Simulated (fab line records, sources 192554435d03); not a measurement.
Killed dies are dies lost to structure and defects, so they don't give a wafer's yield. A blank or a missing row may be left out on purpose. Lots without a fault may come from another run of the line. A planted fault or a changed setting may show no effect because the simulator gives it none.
fab line records | flow n5_finfet
record lots=7 wafers=21 last_day=17
route steps=1938 shown BEOL_M4@1080 PASSIVATION@1936
lots that met no fault: from a run of the same line without faults
start_h: hours from the record's first day to the start of the lot's first wafer shown | wait_h: hours since the lot's step before | " the same as in the row above | L1.1+2: a row that stands for several wafers | - no value, or no start given | * or withheld: withheld | < > ~ a bound
route shown NAME@n: a module of which the file shows steps, and the number in the route of the first | usual: mean/standard deviation of fault-free wafers | same: alike in all rows | chamber/n: place in a boat | sites: the reading at each site | _std_site: their standard deviation | _edge_site: outer sites' mean less inner sites' | radius_mm: how far each site lies from the wafer's centre | mask NAME#n: copy n | behind: the tool/chamber that last shaped the wafer | hold: why the lot was held/for how many hours/how that ended | device: the transistor (n, p or np) that didn't switch | end of line: the same wafers' tests at the end of the route | a step without rows: its recipe alone | killed: dies lost to structure and defects at the first sort, not the wafer's yield | map: a wafer's dies, x killed, . not, _ none there
set.NAME: the setting as run; set.NAME@STEP: as run at that earlier step | model.NAME: the simulator's own value behind a step, which no gauge read
lots at some steps of the route; a table a step, a row a wafer
## steps
# step N5_BEOL_M4_PRE_CLEAN_45
# recipe gas=H2/He time_s=30 temp_c=250
# step N5_BEOL_M4_ALD_84
# recipe material=TaN target_thk_a=* temp_c=275 ald_precursor_family=PDMAT ald_co_reactant=NH3 pressure_torr=3 carrier_flow_sccm=1500 pulse_time_s=2 purge_time_s=3 co_reactant_purge_time_s=2 co_reactant_pulse_time_s=3 ald_cycles=30 precursor_vessel_temp_c=75 precursor_vessel_pressure_torr=26.25 precursor_vessel_carrier_sccm=1000
# step N5_BEOL_M4_SURFACE_TREAT_85
# recipe gas=Ar time_s=* ion_energy_ev=* ion_current_ma_cm2=0.5 pressure_mtorr=* ar_flow_sccm=30
# usual throttle_valve_pct=*
# same time_s=*
# columns lot.wafer tool chamber start_h wait_h throttle_valve_pct
L608.2 pvd_sputter-02 - 177.02 0.2 *
L608.3 " - " " *
L608.6 " - " " *
L611.4 pvd_sputter-01 - 188.15 0.1 *
L611.5 " - " " *
L611.6 " - " " *
L615.1 pvd_sputter-02 - 214.98 0.1 *
L615.3 " - " " *
L615.5 " - " " *
L616.1 pvd_sputter-03 - 216.78 0.2 *
L616.5 " - " " *
L616.6 " - " " *
L618.1 pvd_sputter-02 - 233.09 1.0 *
L618.4 " - " " *
L618.6 " - " " *
L624.2 pvd_sputter-03 - 292.94 0.2 *
L624.5 " - " " *
L624.6 " - " " *
L627.1 pvd_sputter-02 - 302.06 0.2 *
L627.2 " - " " *
L627.4 " - " " *
# step N5_BEOL_M4_CVD_47
# recipe material=Co target_thk_a=30 temp_c=withheld precursor=CCTBA/H2 pressure_torr=30 time_s=223.8
# step N5_BEOL_M4_SPUTTER_48
# recipe material=Cu target_thk_a=45 temp_c=-20 chamber_pressure_pa=0.07 power_w=withheld time_s=8.29
# usual chamber_pressure_pa=0.06999/0.00015 chuck_gas_flow_sccm=1.27/0.057 chuck_sensor_temp_C=-16.1/0.54 throttle_valve_pct=29.8/1
# same time_s=8.29
# columns lot.wafer tool chamber start_h wait_h chamber_pressure_pa chuck_gas_flow_sccm chuck_sensor_temp_C throttle_valve_pct
L608.2 pvd_sputter-01 - 177.25 0.1 0.0698 1.28 -14.9 29.2
L608.3 " - " " 0.0699 1.49 -16.9 30.5
L608.6 " - " " 0.07003 1.28 -15.9 29.4
L611.4 pvd_sputter-02 - 189.42 0.8 0.07032 1.34 -15.4 31.2
L611.5 " - " " 0.06989 1.16 -15.8 29.8
L611.6 " - " " 0.07017 1.32 -16.0 28.2
L615.1 pvd_sputter-02 - 215.20 0.1 0.07003 1.30 -16.1 28.1
L615.3 " - " " 0.06998 1.34 -15.5 31.5
L615.5 " - " " 0.06992 1.31 -16.6 28.6
L616.1 pvd_sputter-03 - 217.00 0.1 0.07002 1.26 -16.0 30.0
L616.5 " - " " 0.07005 1.16 -16.1 30.0
L616.6 " - " " 0.07005 1.34 -16.3 28.8
L618.1 pvd_sputter-03 - 234.03 0.6 0.07007 1.17 -16.6 30.8
L618.4 " - " " 0.06986 1.32 -16.3 28.8
L618.6 " - " " 0.06982 1.28 -16.6 28.7
L624.2 pvd_sputter-01 - 293.21 0.1 0.06972 1.19 -15.7 29.3
L624.5 " - " " 0.07014 1.20 -15.0 29.4
L624.6 " - " " 0.06987 1.33 -16.7 30.3
L627.1 pvd_sputter-02 - 302.28 0.1 0.06987 1.22 -16.1 29.8
L627.2 " - " " 0.06983 1.35 -15.4 31.4
L627.4 " - " " 0.07007 1.20 -16.5 28.8
# step N5_BEOL_M4_ANNEAL_49
# recipe temp_c=400 time_s=240 ambient=vacuum
# step N5_BEOL_M4_SPUTTER_79
# recipe material=Cu target_thk_a=45 temp_c=-20 chamber_pressure_pa=0.07 power_w=withheld time_s=8.29
# usual chamber_pressure_pa=0.07/0.00013 chuck_gas_flow_sccm=1.27/0.056 chuck_sensor_temp_C=-16.1/0.55 throttle_valve_pct=29.8/1
# same time_s=8.29
# columns lot.wafer tool chamber start_h wait_h chamber_pressure_pa chuck_gas_flow_sccm chuck_sensor_temp_C throttle_valve_pct
L608.2 pvd_sputter-01 - 177.47 0.1 0.07005 1.20 -15.0 29.3
L608.3 " - " " 0.06996 1.26 -16.7 30.5
L608.6 " - " " 0.07007 1.17 -15.7 29.5
L611.4 pvd_sputter-02 - 189.64 0.1 0.0699 1.33 -15.2 31.4
L611.5 " - " " 0.07017 1.27 -15.7 30.1
L611.6 " - " " 0.06998 1.17 -16.2 28.0
L615.1 pvd_sputter-02 - 215.42 0.1 0.0699 1.31 -16.1 28.1
L615.3 " - " " 0.07019 1.32 -15.4 31.3
L615.5 " - " " 0.07007 1.22 -16.6 28.4
L616.1 pvd_sputter-03 - 217.22 0.1 0.06984 1.23 -15.9 30.0
L616.5 " - " " 0.06978 1.22 -16.1 30.1
L616.6 " - " " 0.07011 1.28 -16.3 29.0
L618.1 pvd_sputter-03 - 234.25 0.1 0.07014 1.25 -16.7 30.9
L618.4 " - " " 0.07009 1.37 -16.3 29.1
L618.6 " - " " 0.06999 1.27 -16.5 28.6
L624.2 pvd_sputter-01 - 293.43 0.1 0.07018 1.23 -15.7 29.7
L624.5 " - " " 0.07002 1.27 -14.8 29.1
L624.6 " - " " 0.07005 1.28 -16.6 30.3
L627.1 pvd_sputter-02 - 302.50 0.1 0.06986 1.20 -15.7 29.8
L627.2 " - " " 0.07004 1.23 -15.2 31.6
L627.4 " - " " 0.06975 1.33 -16.4 28.1
# step N5_BEOL_M4_ANNEAL_80
# recipe temp_c=400 time_s=240 ambient=vacuum
# usual heater_power_w=823/69
# same time_s=240
# columns lot.wafer tool chamber start_h wait_h heater_power_w
L608.2 pvd_sputter-01 - 177.55 0.0 679
L608.3 " - " " 742
L608.6 " - " " 825
L611.4 pvd_sputter-02 - 189.72 0.0 811
L611.5 " - " " 872
L611.6 " - " " 840
L615.1 pvd_sputter-02 - 215.50 0.0 841
L615.3 " - " " 809
L615.5 " - " " 963
L616.1 pvd_sputter-03 - 217.30 0.0 770
L616.5 " - " " 778
L616.6 " - " " 887
L618.1 pvd_sputter-03 - 234.33 0.0 763
L618.4 " - " " 883
L618.6 " - " " 880
L624.2 pvd_sputter-01 - 293.51 0.0 826
L624.5 " - " " 690
L624.6 " - " " 873
L627.1 pvd_sputter-02 - 302.58 0.0 870
L627.2 " - " " 814
L627.4 " - " " 948
# step N5_BEOL_M4_SPUTTER_81
# recipe material=Cu target_thk_a=45 temp_c=-20 chamber_pressure_pa=0.07 power_w=withheld time_s=8.29
# step N5_BEOL_M4_ANNEAL_82
# recipe temp_c=400 time_s=240 ambient=vacuum
# step N5_BEOL_M4_SPUTTER_86
# recipe material=Cu target_thk_a=45 temp_c=-20 chamber_pressure_pa=0.07 power_w=withheld time_s=8.29
# usual chamber_pressure_pa=0.07002/0.00015 chuck_gas_flow_sccm=1.27/0.058 chuck_sensor_temp_C=-16.1/0.55 throttle_valve_pct=29.8/1
# same time_s=8.29
# columns lot.wafer tool chamber start_h wait_h chamber_pressure_pa chuck_gas_flow_sccm chuck_sensor_temp_C throttle_valve_pct
L608.2 pvd_sputter-01 - 177.91 0.1 0.07018 1.33 -14.7 29.1
L608.3 " - " " 0.07008 1.29 -16.7 30.5
L608.6 " - " " 0.06983 1.25 -15.9 29.6
L611.4 pvd_sputter-02 - 190.08 0.1 0.07021 1.25 -15.3 31.2
L611.5 " - " " 0.07011 1.27 -15.7 30.1
L611.6 " - " " 0.06985 1.28 -16.1 28.1
L615.1 pvd_sputter-02 - 215.86 0.1 0.07014 1.27 -16.4 28.0
L615.3 " - " " 0.07002 1.26 -15.1 31.1
L615.5 " - " " 0.07006 1.39 -16.6 28.5
L616.1 pvd_sputter-03 - 217.66 0.1 0.06999 1.25 -16.0 30.3
L616.5 " - " " 0.06992 1.24 -16.1 30.0
L616.6 " - " " 0.07005 1.34 -16.4 28.8
L618.1 pvd_sputter-03 - 234.69 0.1 0.06987 1.31 -16.8 30.8
L618.4 " - " " 0.06974 1.39 -16.4 29.0
L618.6 " - " " 0.06976 1.27 -16.4 28.9
L624.2 pvd_sputter-01 - 293.87 0.1 0.0701 1.24 -16.0 29.1
L624.5 " - " " 0.06992 1.26 -14.8 29.1
L624.6 " - " " 0.06996 1.23 -16.6 30.4
L627.1 pvd_sputter-02 - 302.94 0.1 0.07013 1.34 -15.7 29.9
L627.2 " - " " 0.07009 1.34 -15.6 31.5
L627.4 " - " " 0.06997 1.17 -16.4 28.6
# step N5_BEOL_M4_ANNEAL_87
# recipe temp_c=400 time_s=240 ambient=vacuum
# step N5_BEOL_M4_SPUTTER_88
# recipe material=Cu target_thk_a=45 temp_c=-20 chamber_pressure_pa=0.07 power_w=withheld time_s=8.29
# usual chamber_pressure_pa=0.07/0.00014 chuck_gas_flow_sccm=1.27/0.053 chuck_sensor_temp_C=-16.1/0.57 throttle_valve_pct=29.8/0.99 time_s=8.29/0
# columns lot.wafer tool chamber start_h wait_h chamber_pressure_pa chuck_gas_flow_sccm chuck_sensor_temp_C throttle_valve_pct time_s
L608.2 pvd_sputter-01 - 178.13 0.1 0.07002 1.22 -14.8 29.3 8.29
L608.3 " - " " 0.07014 1.31 -16.9 30.1 8.29
L608.6 " - " " 0.07007 1.27 -15.6 29.7 8.29
L611.4 pvd_sputter-02 - 190.30 0.1 0.06974 1.38 -15.4 31.1 8.29
L611.5 " - " " 0.07001 1.22 -15.9 29.8 8.29
L611.6 " - " " 0.06987 1.27 -16.1 28.2 8.29
L615.1 pvd_sputter-02 - 216.08 0.1 - - - - -
L615.3 " - " " - - - - -
L615.5 " - " " - - - - -
L616.1 pvd_sputter-03 - 217.88 0.1 - - - - -
L616.5 " - " " - - - - -
L616.6 " - " " - - - - -
L618.1 pvd_sputter-03 - 234.91 0.1 - - - - -
L618.4 " - " " - - - - -
L618.6 " - " " - - - - -
L624.2 pvd_sputter-01 - 294.09 0.1 0.06993 1.30 -15.7 29.3 8.29
L624.5 " - " " 0.07013 1.33 -14.9 29.1 8.29
L624.6 " - " " 0.07008 1.39 -16.7 30.3 8.29
L627.1 pvd_sputter-02 - 303.16 0.1 0.06997 1.22 -15.9 29.8 8.29
L627.2 " - " " 0.06998 1.32 -15.4 31.3 8.29
L627.4 " - " " 0.06992 1.20 -16.5 28.5 8.29
# step N5_BEOL_M4_ANNEAL_89
# recipe temp_c=400 time_s=240 ambient=vacuum
# step N5_BEOL_M4_RC_MEAS_101
# usual DIBL_N=36.0/2.5 DIBL_P=36.7/3 IOFF_N=0.16/0.043 IOFF_P=0.21/0.049 ION_N=673/15 ION_P=461/9.8 SS_N=71.5/0.83 SS_P=73.4/0.83 VT_N=250/4 VT_P=-251/4
# columns lot.wafer tool chamber start_h wait_h DIBL_N[mV/V] DIBL_P[mV/V] IOFF_N[nA/um] IOFF_P[nA/um] ION_N[uA/um] ION_P[uA/um] SS_N[mV/dec] SS_P[mV/dec] VT_N[mV] VT_P[mV]
L608.2 prober-02 0 180.71 0.2 32.6 33.0 0.11 0.15 676 463 70.9 73.1 252 -255
L608.3 " 0 " " 36.9 37.1 0.17 0.21 661 450 71.1 73.8 250 -251
L608.6 " 0 " " 38.8 39.5 0.21 0.25 672 463 71.7 74.5 246 -250
L611.4 prober-01 0 192.83 0.5 37.2 39.0 0.17 0.25 676 464 71.2 73.3 247 -248
L611.5 " 0 " " 37.2 37.7 0.15 0.21 664 455 71.4 72.9 250 -250
L611.6 " 0 " " 37.6 38.0 0.16 0.24 678 471 71.9 73.2 249 -247
L615.1 prober-01 0 218.09 0.0 34.3 36.4 0.15 0.18 674 454 71.6 73.0 250 -254
L615.3 " 0 " " 32.8 33.3 0.11 0.14 651 447 70.3 73.1 253 -252
L615.5 " 0 " " 34.3 35.7 0.14 0.17 658 453 71.0 73.5 251 -254
L616.1 prober-02 0 219.89 0.0 39.1 39.8 0.19 0.24 691 469 72.4 74.3 248 -252
L616.5 " 0 " " 38.5 39.3 0.18 0.24 677 461 72.4 74.1 252 -250
L616.6 " 0 " " 39.4 38.7 0.22 0.23 677 456 73.0 74.3 248 -251
L618.1 prober-02 0 237.10 0.0 33.9 30.8 0.12 0.19 673 472 70.8 72.6 253 -249
L618.4 " 0 " " 35.0 32.6 0.14 0.21 681 476 71.3 71.9 251 -246
L618.6 " 0 " " 36.0 34.2 0.14 0.22 673 465 71.1 73.1 250 -248
L624.2 prober-02 0 296.29 0.2 33.6 34.7 0.13 0.16 654 443 71.1 72.4 255 -254
L624.5 " 0 " " 34.3 36.4 0.14 0.18 678 463 70.8 72.9 253 -253
L624.6 " 0 " " 31.0 31.9 0.10 0.12 648 441 69.8 72.7 257 -259
L627.1 prober-01 0 305.14 0.0 36.1 36.6 0.15 0.21 660 462 72.1 73.6 250 -249
L627.2 " 0 " " 34.3 34.1 0.12 0.18 654 453 72.2 72.7 252 -251
L627.4 " 0 " " 39.4 41.6 0.26 0.32 713 488 73.3 74.2 240 -244
# step N5_PASSIVATION_PROBE_49
# usual defect_limited_yield=91.1/1.5 killed_at_M0_to_M3=37/11 killed_at_M4_up=13/5.6 killed_at_contacts=12/5.6 killed_at_front_end=39/11 killed_at_other=4/3.1 killed_dies=105/18 killed_open=69/13 killed_short=35/7.4 sort_bin_5_function=5.1/0.92 sort_bin_6_memory=3.4/0.76 sort_bin_8_speed=0.02/0.11 sort_n_pass=1075/18 sort_yield_pct=91.1/1.5
# same gross_dies=1180 killed_at_back_side=0 sort_bin_4_leakage[%]=0
# columns lot.wafer tool chamber start_h wait_h defect_limited_yield[%] killed_at_M0_to_M3 killed_at_M4_up killed_at_contacts killed_at_front_end killed_at_other killed_dies killed_open killed_short sort_bin_5_function[%] sort_bin_6_memory[%] sort_bin_8_speed[%] sort_n_pass sort_yield_pct[%]
L615.1 prober-01 - 315.84 0.0 91.1 40 9 13 34 9 105 71 30 4.7 3.8 0 1075 91.1
L615.3 prober-01 - 315.94 0.1 88.8 61 13 7 46 5 132 69 58 6.9 3.6 0 1048 88.8
L615.5 prober-01 - 316.04 0.2 89.7 44 11 14 48 5 122 68 48 6.5 3.6 0 1058 89.7
L616.1 prober-02 - 326.39 0.0 88.0 42 23 13 52 12 142 99 34 6.4 5.5 0 1038 88.0
L616.5 prober-02 - 326.59 0.2 87.8 47 26 15 44 12 144 92 34 6.4 5.0 0 1036 87.8
L616.6 prober-02 - 326.64 0.3 90.1 53 15 15 32 2 117 82 31 5.8 3.6 0 1063 90.1
L618.1 prober-01 - 344.19 0.0 93.1 30 11 3 24 14 82 44 32 4.1 2.6 0 1098 93.1
L618.4 prober-01 - 344.34 0.2 92.5 34 11 14 25 5 89 55 24 3.8 3.6 0 1091 92.5
L618.6 prober-01 - 344.44 0.3 93.5 28 16 4 26 3 77 43 24 4.0 2.5 0 1103 93.5
# killed by level:class
L615.1 FIN_SAQP:geometric_particle:open=13 MOL_CONTACT_COAG:geometric_particle:open=13 BEOL_M0_SAQP:geometric_particle:open=10 FIN_SAQP:geometric_particle:short=8 BEOL_M0_SAQP:geometric_particle:short=7 BEOL_M2:geometric_particle:open=6 BEOL_M1:geometric_particle:open=5 STI_FIN_REVEAL:geometric_particle:open=4
L615.3 FIN_SAQP:geometric_particle:short=15 BEOL_M0_SAQP:geometric_particle:short=13 BEOL_M0_SAQP:geometric_particle:open=12 BEOL_M2:geometric_particle:open=11 BEOL_M2:geometric_particle:short=11 FIN_SAQP:geometric_particle:open=8 STI_FIN_REVEAL:geometric_particle:open=8 BEOL_M3:geometric_particle:open=6
L615.5 FIN_SAQP:geometric_particle:short=12 MOL_CONTACT_COAG:geometric_particle:open=12 BEOL_M2:geometric_particle:open=10 STI_FIN_REVEAL:geometric_particle:open=8 BEOL_M0_SAQP:geometric_particle:short=8 BEOL_M0_SAQP:geometric_particle:open=7 FIN_SAQP:geometric_particle:open=6 BEOL_M0:geometric_particle:open=6
L616.1 STI_FIN_REVEAL:geometric_particle:open=15 BEOL_M3:geometric_particle:open=13 MOL_CONTACT_COAG:geometric_particle:open=11 FIN_SAQP:geometric_particle:open=9 BEOL_M4:interface_void_opened=9 GATE_CUT:geometric_particle:short=8 BEOL_M4:geometric_particle:open=8 BEOL_M1:geometric_particle:open=7
L616.5 BEOL_M3:geometric_particle:open=14 MOL_CONTACT_COAG:geometric_particle:open=13 STI_FIN_REVEAL:geometric_particle:open=11 BEOL_M2:geometric_particle:open=11 BEOL_M4:geometric_particle:open=9 BEOL_M4:interface_void_opened=9 HKMG_FIN:area_etch=9 BEOL_M0_SAQP:geometric_particle:short=6
L616.6 BEOL_M1:geometric_particle:open=14 BEOL_M3:geometric_particle:open=12 MOL_CONTACT_COAG:geometric_particle:open=11 BEOL_M0_SAQP:geometric_particle:open=9 FIN_SAQP:geometric_particle:open=6 STI_FIN_REVEAL:geometric_particle:open=6 BEOL_M0_SAQP:geometric_particle:short=6 MOL_CONTACT_COAG:geometric_particle:short=4
L618.1 BEOL_M2:geometric_particle:open=14 PASS1_CAP:geometric_particle:short=8 GATE_CUT:geometric_particle:short=5 BEOL_M3:geometric_particle:open=5 BEOL_M4:interface_void_opened=5 GATE_CUT:geometric_particle:open=4 BEOL_M0_SAQP:geometric_particle:open=4 ILD0:geometric_particle:short=3
L618.4 MOL_CONTACT_COAG:geometric_particle:open=11 BEOL_M2:geometric_particle:open=11 BEOL_M4:interface_void_opened=8 BEOL_M1:geometric_particle:open=7 DUMMY_GATE:geometric_particle:open=6 BEOL_M0_SAQP:geometric_particle:short=5 FIN_SAQP:geometric_particle:short=4 GATE_CUT:geometric_particle:short=4
L618.6 BEOL_M4:interface_void_opened=8 BEOL_M0_SAQP:geometric_particle:open=6 BEOL_M2:geometric_particle:open=6 STARTING-WAFER:geometric_particle:short=5 ILD0:geometric_particle:short=4 GATE_CUT:geometric_particle:short=4 MOL_CONTACT_COAG:geometric_particle:open=4 BEOL_M0_SAQP:geometric_particle:short=4
## key
first_sign step=N5_BEOL_M4_SPUTTER_88 reading=tool_record direction=missing
effect none on later readings
met_at N5_BEOL_M4_SPUTTER_88
struck_wafers L615.1,L615.3,L615.5,L616.1,L616.5,L616.6,L618.1,L618.4,L618.6
onset_between 190.30 216.08
fault kind=skipped_step_whole tool=pvd_sputter-02,pvd_sputter-03 chamber=- onset_h=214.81 steps=N5_BEOL_M4_SPUTTER_88 scope=struck_lots_only
